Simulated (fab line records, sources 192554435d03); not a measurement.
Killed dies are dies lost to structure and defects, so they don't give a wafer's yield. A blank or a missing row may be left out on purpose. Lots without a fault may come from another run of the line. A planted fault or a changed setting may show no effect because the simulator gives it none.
Chamber matching | flow n5_finfet | N5_FIN_SAQP_ETCH_65 on rie_si-02: 4 sister chambers
The step etches SiO2 in CF4, target depth 4 nm, time 4.4 s. 22 wafers are shown with their chamber, then 11 later ones without.

WAFERS WITH THEIR CHAMBER
wafer  | chamber | throttle_valve_pct (%) | oes_product_au (a.u.)
L077.2 | 2       | 21.54                  | 1.003
L077.5 | 3       | 21.97                  | 0.965
L077.6 | 2       | 21.54                  | 0.994
L079.1 | 1       | 21.73                  | 1.026
L079.3 | 2       | 21.54                  | 1.008
L079.5 | 1       | 21.73                  | 1.030
L080.1 | 3       | 21.95                  | 0.958
L080.2 | 2       | 21.54                  | 0.995
L080.4 | 1       | 21.73                  | 1.017
L081.2 | 3       | 21.94                  | 0.965
L081.5 | 1       | 21.73                  | 1.022
L081.6 | 2       | 21.53                  | 1.017
L083.3 | 3       | 21.96                  | 0.954
L083.4 | 2       | 21.54                  | 0.999
L083.5 | 3       | 21.96                  | 0.945
L084.3 | 2       | 21.54                  | 1.001
L084.4 | 2       | 21.56                  | 0.994
L084.6 | 3       | 21.95                  | 0.960
L087.3 | 2       | 21.55                  | 0.999
L087.4 | 0       | 21.70                  | 1.014
L087.5 | 0       | 21.71                  | 1.020
L089.1 | 3       | 21.94                  | 0.952

SIGNATURES (means of the wafers above)
reading            | chamber 0 | chamber 1 | chamber 2 | chamber 3 | scatter within a chamber
throttle_valve_pct | 21.7050   | 21.7300   | 21.5422   | 21.9529   | 0.00866
oes_product_au     | 1.01700   | 1.02375   | 1.00111   | 0.95700   | 0.00698
Rule: a wafer's distance from a chamber is the root of the sum, over the readings, of the square of ((its reading less the chamber's mean) divided by the reading's scatter). The wafer belongs to the nearest chamber; if the next one is less than 2 further off, it can't be placed. The scatter: the root of (the sum of the squares of (reading less its chamber's mean) over the shown wafers, divided by (wafers less chambers)).

WAFERS WITHOUT THEIR CHAMBER
wafer  | throttle_valve_pct (%) | oes_product_au (a.u.)
L089.5 | 21.70                  | 1.023
L089.6 | 21.74                  | 1.016
L090.2 | 21.70                  | 1.023
L090.5 | 21.70                  | 1.035
L090.6 | 21.97                  | 0.959
L091.1 | 21.71                  | 1.035
L091.2 | 21.74                  | 1.025
L091.6 | 21.54                  | 1.004
L095.2 | 21.53                  | 1.005
L095.3 | 21.70                  | 1.034
L095.5 | 21.96                  | 0.958

WHICH CHAMBER EACH WENT THROUGH
wafer  | from the rows above     | in truth
L089.5 | 0                       | 0
L089.6 | 1                       | 1
L090.2 | 0                       | 0
L090.5 | can't be placed: 0 or 1 | 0
L090.6 | 3                       | 3
L091.1 | can't be placed: 0 or 1 | 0
L091.2 | 1                       | 1
L091.6 | 2                       | 2
L095.2 | 2                       | 2
L095.3 | can't be placed: 0 or 1 | 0
L095.5 | 3                       | 3
Placed correctly: 8 of 11. Can't be placed from these rows: 3 (the true chamber is among the candidates in 3). Placed wrongly: 0.
